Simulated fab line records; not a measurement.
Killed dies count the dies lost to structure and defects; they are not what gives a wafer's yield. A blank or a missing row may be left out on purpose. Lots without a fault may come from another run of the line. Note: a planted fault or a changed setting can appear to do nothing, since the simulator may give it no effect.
Matching of chambers :: flow nand-harc :: NHARC_P_BONDPAD_CMP_32 on cmp-01: 4 sister chambers
The step polishes SiCN, target thk 200 nm. 4 wafers are shown with their chamber, then 9 later ones without.

== EACH WAFER AND ITS CHAMBER ==
wafer: L090.3
chamber: 3
motor-current-A (A): 12.8

wafer: L090.6
chamber: 0
motor-current-A (A): 11.3

wafer: L091.5
chamber: 1
motor-current-A (A): 12.4

wafer: L091.6
chamber: 2
motor-current-A (A): 12.4

== WAFERS WITH NO CHAMBER GIVEN ==
wafer: L092.3
motor-current-A (A): 12.3

wafer: L092.4
motor-current-A (A): 12.9

wafer: L092.6
motor-current-A (A): 12.3

wafer: L094.1
motor-current-A (A): 13.2

wafer: L094.2
motor-current-A (A): 12.2

wafer: L094.5
motor-current-A (A): 11.5

wafer: L097.3
motor-current-A (A): 13.5

wafer: L097.4
motor-current-A (A): 12.2

wafer: L097.6
motor-current-A (A): 11.3

== WHICH CHAMBER EACH WENT THROUGH ==
wafer: L092.3
from the rows above: can't be placed: 1 or 2 or 3
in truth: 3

wafer: L092.4
from the rows above: can't be placed: 3 or 1 or 2
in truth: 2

wafer: L092.6
from the rows above: can't be placed: 1 or 2 or 3
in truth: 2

wafer: L094.1
from the rows above: can't be placed: 3 or 1 or 2
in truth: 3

wafer: L094.2
from the rows above: can't be placed: 1 or 2 or 3
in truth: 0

wafer: L094.5
from the rows above: 0
in truth: 0

wafer: L097.3
from the rows above: can't be placed: 3 or 1 or 2
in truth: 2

wafer: L097.4
from the rows above: can't be placed: 1 or 2 or 3
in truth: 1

wafer: L097.6
from the rows above: 0
in truth: 0
Correctly placed: 2 of 9. Cannot be placed on the basis of these rows: 7; the candidates contain the true chamber in 6. Number placed wrongly: 0.
How it was worked out, from the rows above alone: a wafer's distance from a chamber is the root of the sum, over the readings, of the square of ((its reading less the chamber's mean) divided by the reading's scatter). The wafer belongs to the nearest chamber; if the next one is less than 2 further off, it can't be placed. A chamber's mean is the mean of its shown wafers. The scatter: with one shown wafer a chamber, the root of the mean of the squares of how far each hidden wafer lies from its nearest shown one.
